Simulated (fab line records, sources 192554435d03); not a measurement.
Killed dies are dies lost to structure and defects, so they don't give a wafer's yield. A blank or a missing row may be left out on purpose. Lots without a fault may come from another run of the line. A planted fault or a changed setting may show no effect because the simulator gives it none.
Chamber matching | flow n5_finfet | N5_BEOL_M10_VIA_ETCH_34 on rie_diel-02: 4 sister chambers
The step etches SiCOH lowk in C4F6/O2, target depth 184.5 nm, time 69.2 s. 22 wafers are shown with their chamber, then 11 later ones without.

WAFERS WITH THEIR CHAMBER
wafer  | chamber | drypump_motor_current_A (A) | showerhead_plenum_p_Torr (Torr) | throttle_valve_pct (%)
L074.4 | 2       | 5.7                         | 2.98                            | 20.73
L074.5 | 0       | 5.8                         | 2.90                            | 20.67
L074.6 | 1       | 5.6                         | 2.86                            | 20.56
L078.1 | 1       | 5.6                         | 2.86                            | 20.57
L078.2 | 3       | 4.7                         | 2.74                            | 20.94
L078.4 | 2       | 5.8                         | 2.98                            | 20.75
L080.1 | 3       | 4.7                         | 2.74                            | 20.97
L080.5 | 3       | 4.7                         | 2.74                            | 20.94
L080.6 | 2       | 5.7                         | 2.98                            | 20.75
L079.2 | 1       | 5.6                         | 2.85                            | 20.58
L079.3 | 2       | 5.7                         | 2.98                            | 20.76
L079.5 | 2       | 5.7                         | 2.98                            | 20.77
L087.3 | 1       | 5.6                         | 2.85                            | 20.60
L087.4 | 1       | 5.6                         | 2.85                            | 20.60
L087.6 | 0       | 5.8                         | 2.89                            | 20.72
L090.3 | 0       | 5.8                         | 2.88                            | 20.73
L090.5 | 0       | 5.8                         | 2.88                            | 20.73
L090.6 | 3       | 4.7                         | 2.73                            | 21.01
L094.1 | 0       | 5.8                         | 2.88                            | 20.75
L094.2 | 3       | 4.7                         | 2.72                            | 20.99
L094.6 | 3       | 4.7                         | 2.72                            | 21.01
L093.2 | 0       | 5.8                         | 2.88                            | 20.75

SIGNATURES (means of the wafers above)
reading                  | chamber 0 | chamber 1 | chamber 2 | chamber 3 | scatter within a chamber
drypump_motor_current_A  | 5.800     | 5.600     | 5.720     | 4.700     | 0.0211
showerhead_plenum_p_Torr | 2.8850    | 2.8540    | 2.9800    | 2.7317    | 0.00728
throttle_valve_pct       | 20.7250   | 20.5820   | 20.7520   | 20.9767   | 0.0254
Rule: a wafer's distance from a chamber is the root of the sum, over the readings, of the square of ((its reading less the chamber's mean) divided by the reading's scatter). The wafer belongs to the nearest chamber; if the next one is less than 2 further off, it can't be placed. The scatter: the root of (the sum of the squares of (reading less its chamber's mean) over the shown wafers, divided by (wafers less chambers)).

WAFERS WITHOUT THEIR CHAMBER
wafer  | drypump_motor_current_A (A) | showerhead_plenum_p_Torr (Torr) | throttle_valve_pct (%)
L093.4 | 5.6                         | 2.84                            | 20.62
L093.6 | 5.6                         | 2.84                            | 20.62
L095.1 | 4.7                         | 2.72                            | 21.01
L095.5 | 5.8                         | 2.97                            | 20.77
L095.6 | 4.7                         | 2.72                            | 21.02
L096.1 | 5.7                         | 2.97                            | 20.78
L096.2 | 4.8                         | 2.72                            | 21.02
L096.6 | 4.7                         | 2.72                            | 21.02
L097.1 | 5.8                         | 2.97                            | 20.79
L097.3 | 4.7                         | 2.72                            | 21.03
L097.5 | 5.6                         | 2.83                            | 20.64

WHICH CHAMBER EACH WENT THROUGH
wafer  | from the rows above | in truth
L093.4 | 1                   | 1
L093.6 | 1                   | 1
L095.1 | 3                   | 3
L095.5 | 2                   | 2
L095.6 | 3                   | 3
L096.1 | 2                   | 2
L096.2 | 3                   | 3
L096.6 | 3                   | 3
L097.1 | 2                   | 2
L097.3 | 3                   | 3
L097.5 | 1                   | 1
Placed correctly: 11 of 11. Can't be placed from these rows: 0. Placed wrongly: 0.
